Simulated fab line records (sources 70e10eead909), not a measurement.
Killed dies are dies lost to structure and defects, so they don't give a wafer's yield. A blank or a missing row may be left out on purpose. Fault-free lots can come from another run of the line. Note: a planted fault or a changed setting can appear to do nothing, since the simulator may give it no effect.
Matching of chambers || flow nand_harc || rie_diel-12 running NHARC_A_BONDPAD_ETCH_12: 4 sister chambers
The step etches the open film in CHF3/O2, target depth 220 nm, time 110 s. 8 wafers are shown with their chamber, then 8 later ones without.

== EACH WAFER AND ITS CHAMBER ==
{"wafer": "L462.1", "chamber": 3, "drypump_motor_current_A (A)": 5.8, "rf_vpp_V (V)": 371.5}
{"wafer": "L464.3", "chamber": 0, "drypump_motor_current_A (A)": 5.7, "rf_vpp_V (V)": 370.5}
{"wafer": "L465.2", "chamber": 3, "drypump_motor_current_A (A)": 5.8, "rf_vpp_V (V)": 369.7}
{"wafer": "L465.5", "chamber": 2, "drypump_motor_current_A (A)": 5.5, "rf_vpp_V (V)": 370.1}
{"wafer": "L466.2", "chamber": 2, "drypump_motor_current_A (A)": 5.6, "rf_vpp_V (V)": 367.7}
{"wafer": "L466.3", "chamber": 1, "drypump_motor_current_A (A)": 5.7, "rf_vpp_V (V)": 367.7}
{"wafer": "L466.5", "chamber": 0, "drypump_motor_current_A (A)": 5.8, "rf_vpp_V (V)": 370.4}
{"wafer": "L474.3", "chamber": 1, "drypump_motor_current_A (A)": 5.6, "rf_vpp_V (V)": 368.2}

== WAFERS MISSING THEIR CHAMBER ==
{"wafer": "L474.5", "drypump_motor_current_A (A)": 5.5, "rf_vpp_V (V)": 369.0}
{"wafer": "L474.6", "drypump_motor_current_A (A)": 5.6, "rf_vpp_V (V)": 367.4}
{"wafer": "L475.1", "drypump_motor_current_A (A)": 5.8, "rf_vpp_V (V)": 370.6}
{"wafer": "L475.3", "drypump_motor_current_A (A)": 5.5, "rf_vpp_V (V)": 370.4}
{"wafer": "L475.6", "drypump_motor_current_A (A)": 5.5, "rf_vpp_V (V)": 369.7}
{"wafer": "L483.1", "drypump_motor_current_A (A)": 5.8, "rf_vpp_V (V)": 370.1}
{"wafer": "L483.2", "drypump_motor_current_A (A)": 5.6, "rf_vpp_V (V)": 368.2}
{"wafer": "L483.5", "drypump_motor_current_A (A)": 5.7, "rf_vpp_V (V)": 366.9}

== CHAMBER TAKEN BY EACH ==
{"wafer": "L474.5", "from the rows above": "can't be placed: 2 or 1", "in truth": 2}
{"wafer": "L474.6", "from the rows above": "can't be placed: 1 or 2", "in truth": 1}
{"wafer": "L475.1", "from the rows above": "can't be placed: 3 or 0", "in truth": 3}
{"wafer": "L475.3", "from the rows above": "can't be placed: 2 or 1", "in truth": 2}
{"wafer": "L475.6", "from the rows above": "can't be placed: 2 or 1", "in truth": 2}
{"wafer": "L483.1", "from the rows above": "can't be placed: 3 or 0", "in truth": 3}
{"wafer": "L483.2", "from the rows above": "can't be placed: 1 or 2", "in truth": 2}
{"wafer": "L483.5", "from the rows above": "can't be placed: 1 or 2", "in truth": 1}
Correctly placed: 0 of 8. Not placeable from these rows: 8 (in 8, the candidates include the true chamber). Wrongly placed: 0.
How it was worked out, from the rows above alone: a wafer's distance from a chamber is the root of the sum, over the readings, of the square of ((its reading less the chamber's mean) divided by the reading's scatter). If the next closest chamber is less than 2 further off than the closest, the wafer can't be placed; otherwise it belongs to the closest. Each chamber's mean is taken over the wafers shown for it. The scatter: take each reading less its chamber's mean, square it, sum over the shown wafers, divide by the number of wafers less the number of chambers, and take the root.
